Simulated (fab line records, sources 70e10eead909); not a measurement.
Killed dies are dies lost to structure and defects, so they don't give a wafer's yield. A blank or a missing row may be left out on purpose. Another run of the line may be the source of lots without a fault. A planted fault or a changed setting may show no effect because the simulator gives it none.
Problem report in the 8D (eight disciplines) form, filled by code + flow nandHarc + the parts of the form that need people (team, actions taken, sign-off) are left out

== 1. PROBLEM STATEMENT ==
Wafers with no fault read 348.7 W with a standard deviation of 1.2, whereas rfFwdPowerW at NHARC_A_STAIRCASE_DEP_259 reads a mean of 207.0 W on 1 wafer of 1 lot. That is -99 or more standard deviations from the usual mean.
The step: deposits SiON, target thk 30 nm.
First observed at day 20 21:57: wafer L505.3, on pecvd-01. The record holds 36 wafers of 12 lots with a number at this step. The rule behind "out" and "out of limits": a value lying over 4 standard deviations away from the usual mean. The other wafers with a number count as sound.

== 2. WHAT THIS IS AND IS NOT ==
| question                    | is                          | is not                                                                                             |
|-----------------------------|-----------------------------|----------------------------------------------------------------------------------------------------|
| which readings at this step | rfFwdPowerW, showerheadVppV | heaterPowerW                                                                                       |
| which lots                  | L505                        | L493, L495, L497, L498, L500, L507, L511, L512, L513, L514, L516                                   |
| which wafers of those lots  | L505.3                      | L505.2, L505.5                                                                                     |
| read on which tools         | pecvd-01                    | pecvd-03, pecvd-04                                                                                 |
| when                        | from day 20 21:57           | up to then (17 sound wafers); but 18 sound wafers of L507, L511, L512, L513, L514, L516 came after |

== 3. THE SUSPECTS, EACH WITH WHAT RULES IT OUT ==
Counting: a tool at a process step up to the reading stays a suspect if it ran every lot that is out. Sound lots after the first of them don't rule it out here, since some wafers of a struck lot are sound.
- rieDiel-01 at NHARC_A_STAIRCASE_TRIM_229 (chemistry O2, time 211.2 s): kept. It ran the lot that is out, L505 (day 20 16:16); its last sound lot up to then is L500 (day 19 04:40).
- rieDiel-01 at NHARC_A_STAIRCASE_ETCH_230 (etches the open film in C4F8/O2, target depth 100 nm, time 40.5 s): kept. It ran the lot that is out, L505 (day 20 18:56); its last sound lot up to then is L500 (day 19 07:10). NHARC_A_STAIRCASE_ETCH_230: start missing for some lots; hours and lot order therefore follow NHARC_A_STAIRCASE_ETCH_253.
- rieDiel-05 at NHARC_A_STAIRCASE_ETCH_253 (etches the open film in C4F8/O2, target depth 50 nm, time 20.2 s): kept. It ran the lot that is out, L505 (day 20 18:56); its last sound lot up to then is L500 (day 19 07:10).
- pecvd-01 at NHARC_A_STAIRCASE_DEP_259 (deposits SiON, target thk 30 nm): kept. It ran the lot that is out, L505 (day 20 21:57); its last sound lot up to then is L500 (day 19 09:59). Out on those wafers are its own readings of rfFwdPowerW, showerheadVppV.
- rieDiel-01, NHARC_A_STAIRCASE_TRIM_229: wafers that are out in chamber 2, sound lot-mates in chambers 0, 1.
- rieDiel-01, NHARC_A_STAIRCASE_ETCH_230: wafers that are out in chamber 2, sound lot-mates in chambers 0, 3.
- The sound lot-mates ran in chamber 2 of rieDiel-05 at NHARC_A_STAIRCASE_ETCH_253, but the wafers that are out ran in chamber 0.
- The sound lot-mates ran in chamber 1 of pecvd-01 at NHARC_A_STAIRCASE_DEP_259, but the wafers that are out ran in chamber 0.
Left after counting: rieDiel-01 at NHARC_A_STAIRCASE_TRIM_229, rieDiel-01 at NHARC_A_STAIRCASE_ETCH_230, rieDiel-05 at NHARC_A_STAIRCASE_ETCH_253, pecvd-01 at NHARC_A_STAIRCASE_DEP_259.

== 4. THE CAUSE (what the simulator had put in) ==
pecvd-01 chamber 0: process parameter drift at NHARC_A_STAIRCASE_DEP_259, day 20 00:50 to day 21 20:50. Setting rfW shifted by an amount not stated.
This tool is one of the 4 suspects left after counting.

== 5. THE EFFECT CHAIN, in route order ==
Each row: a reading whose mean over the struck wafers that have a number lies more than 3 standard deviations from the usual. Only readings whose record carries a usual standard deviation are examined. hours: median over the lots of the time between each lot's start at the first step of this table that gives one and its start at this step. sigmas: the change, counted in usual standard deviations.
| hours | step                      | reading        | usual   | on struck wafers | change | sigmas      |
|-------|---------------------------|----------------|---------|------------------|--------|-------------|
| 0     | NHARC_A_STAIRCASE_DEP_259 | rfFwdPowerW    | 348.7 W | 207.0            | -141.7 | -99 or more |
| 0     | NHARC_A_STAIRCASE_DEP_259 | showerheadVppV | 1155 V  | 931              | -224   | -5.1        |
It contains these process steps:
- NHARC_A_STAIRCASE_DEP_259: deposits SiON, target thk 30 nm.

== 6. HOW IT WOULD HAVE BEEN CAUGHT EARLIER ==
In this record no reading fell out of limits until day 20 21:57, 21 hours after the fault had begun at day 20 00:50.
